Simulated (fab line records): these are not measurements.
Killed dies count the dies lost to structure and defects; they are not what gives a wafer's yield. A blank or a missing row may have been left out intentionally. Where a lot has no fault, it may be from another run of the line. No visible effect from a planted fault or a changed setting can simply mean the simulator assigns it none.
Comparing a struck lot with a sound one :: flow nand harc :: 25 steps out of a route of 1302
Sound: wafers L528.2, L528.4, L528.6. Wafers struck: L535.1, L535.3, L535.6. The cause is named last.
For every step that has rows: the tool of each side, followed by ch and its chambers, followed by its first start. Under that, the readings that differ: sound wafers :: struck wafers :: difference of the means :: sigmas: that difference in standard deviations of wafers without a fault.
alike: same words and numbers on both sides, and readings whose means sit less than 2 such deviations apart. not compared: any withheld reading, any reading some wafer has no value for, any bound like >300 that may hide the same value, and any number with overlapping values for which the record gives no deviation.
A row with sigmas, a row that says differs or no value, or rows on one side alone: a step with any of these is where the two part. Non-overlapping numbers with no deviation appear without sigmas and do not part them. A reading that every wafer of one side lacks parts them only if that side has two wafers or more.

first, 4 steps without rows for these wafers: NHARC_P_GATE_PRECLEAN_71 (cleans in SC1); NHARC_P_GATE_SRD_72; NHARC_P_GATE_OXIDE_16 (material SiO2, target thk 3 nm, ox time 392 s); NHARC_P_GATE_CVD_17 (deposits poly-Si, target thk 150 nm, time 900 s).
NHARC_P_GATE_HM_DEP_102: deposits aC, target thk 120 nm.
  sound on acl dep-01 ch 0, day 7 23:33; struck on acl dep-03 ch 0, day 11 01:37
  alike: throttle valve pct
NHARC_P_GATE_DEP_103: deposits SiON, target thk 30 nm.
  sound on pecvd-02 ch 0,1,2, day 8 00:06; struck on pecvd-04 ch 0,1,2, day 11 02:17
  alike: heater power w
then, 6 steps without rows for these wafers: NHARC_P_GATE_DEHYDRATE_18 (time 120 s); NHARC_P_GATE_HMDS_19 (time 30 s); NHARC_P_GATE_COAT_20 (resist thk 90 nm); NHARC_P_GATE_SOFTBAKE_21 (time 55 s); NHARC_P_GATE_EBR_22; NHARC_P_GATE_EXPOSE_23 (exposes mask P GATE, target cd 120 nm).
NHARC_P_GATE_PEB_24: peb time 65 s.
  sound on litho track-04 ch 0, day 8 00:42; struck on litho track-04 ch 0, day 11 02:53
reading: heater power total W (W)
sound: 155.9 157.1 156.0
struck: 148.0 147.0 147.0
difference: -9.0
sigmas: -21

reading: plate temp C (C)
sound: 100.14 99.98 100.21
struck: 95.74 95.72 95.69
difference: -4.39
sigmas: -37
then, 1 step without rows for these wafers: NHARC_P_GATE_DEVELOP_25 (develop time 35 s).
NHARC_P_GATE_CD_MEAS_26: target cd 120 nm.
  sound on cd sem-03 ch 0, day 8 00:47; struck on cd sem-03 ch 0, day 11 02:58
reading: cd nm (nm)
sound: 120.3 119.9 120.2
struck: 137.2 136.6 137.3
difference: +16.9
sigmas: +29
NHARC_P_GATE_OVL_MEAS_27:
  sound on overlay-01, day 8 00:52; struck on overlay-01, day 11 03:03
  alike: overlay x nm, overlay y nm
NHARC_P_GATE_INSPECT_28:
  sound on defect inspect-01, day 8 00:54; struck on defect inspect-01, day 11 03:05
  alike: raw defect count
NHARC_P_GATE_DESCUM_31: chemistry O2, time 3 s.
  sound on rie diel-02 ch 0,1,3, day 8 00:58; struck on rie diel-04 ch 1,2,3, day 11 03:09
reading: model.P_GATE.cd nm (nm)
sound: 120.1 120.2 120
struck: 137.4 137.1 136.9
difference: +17.0
sigmas: 
  alike: drypump motor current A, mfc ar sccm, oes product au, rf vpp V, showerhead plenum p Torr, throttle valve pct
  not compared: rf hours counter h
NHARC_P_GATE_ETCH_104: etches the open film in CF4/CHF3, target depth 60 nm.
  sound on rie diel-02 ch 0,3, day 8 01:03; struck on rie diel-04 ch 1,2,3, day 11 03:14
  alike: drypump motor current A, mfc ar sccm, oes product au, rf vpp V, showerhead plenum p Torr, throttle valve pct
NHARC_P_GATE_HM_OPEN_105: chemistry O2/COS, target depth 360 nm.
  sound: rie diel-02 ch 1,2,3; struck: rie diel-04 ch 1,2,3
  alike: drypump motor current A, mfc ar sccm, oes product au, rf vpp V, showerhead plenum p Torr, throttle valve pct
  not compared: rf hours counter h
then, 2 steps without rows for these wafers: NHARC_P_GATE_STRIP_106 (strips in O2/COS); NHARC_P_GATE_ETCH_114 (etches the open film in CF4/O2, target depth 30 nm, overetch 3 nm, time 16.5 s).
NHARC_P_GATE_ETCH_32: etches the open film in HBr/Cl2, target depth 150 nm, time 100.1 s.
  sound on rie si-05 ch 1,2, day 8 01:26; struck on rie si-06 ch 0,3, day 11 03:37
reading: drypump motor current A (A)
sound: 5.82 5.78 5.84
struck: 5.51 5.21 5.19
difference: -0.51
sigmas: -2

reading: oes product au (a.u.)
sound: 1.013 1.021 1.009
struck: 0.997 1.000 0.995
difference: -0.017
sigmas: -2

reading: model.P_GATE.cd nm (nm)
sound: 120.7 123.2 119
struck: 136.7 139 137.6
difference: +16.8
sigmas: 
  alike: throttle valve pct
  not compared: rf hours counter h
NHARC_P_GATE_STRIP_108: strips in O2.
  sound on rie diel-02 ch 0,2, day 8 01:35; struck on rie diel-02 ch 0,1,3, day 11 03:46
  alike: drypump motor current A, mfc ar sccm, oes product au, rf vpp V, showerhead plenum p Torr, throttle valve pct
  not compared: rf hours counter h
-- the record jumps here: 19 days lie between the struck wafers' starts before and after (it left off in module P_GATE and takes up again in module END, whose first step shown is number 1302 of the route) --
NHARC_END_SORT_01:
  sound on prober-02 ch 0, day 27 06:50; struck on prober-02 ch 0, day 30 08:31
reading: killed at periphery
sound: 6 2 5
struck: 74 93 76
difference: +77
sigmas: +33

reading: killed dies
sound: 81 84 73
struck: 160 168 144
difference: +78
sigmas: +4
  alike: killed at array, killed at other, killed open, killed short

WHERE THEY PART
First at NHARC_P_GATE_PEB_24; last, within this record, at NHARC_END_SORT_01.

WHY: what had been put in by the simulator
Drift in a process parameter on litho track-04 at NHARC_P_GATE_PEB_24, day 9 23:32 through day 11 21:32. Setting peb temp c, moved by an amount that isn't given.
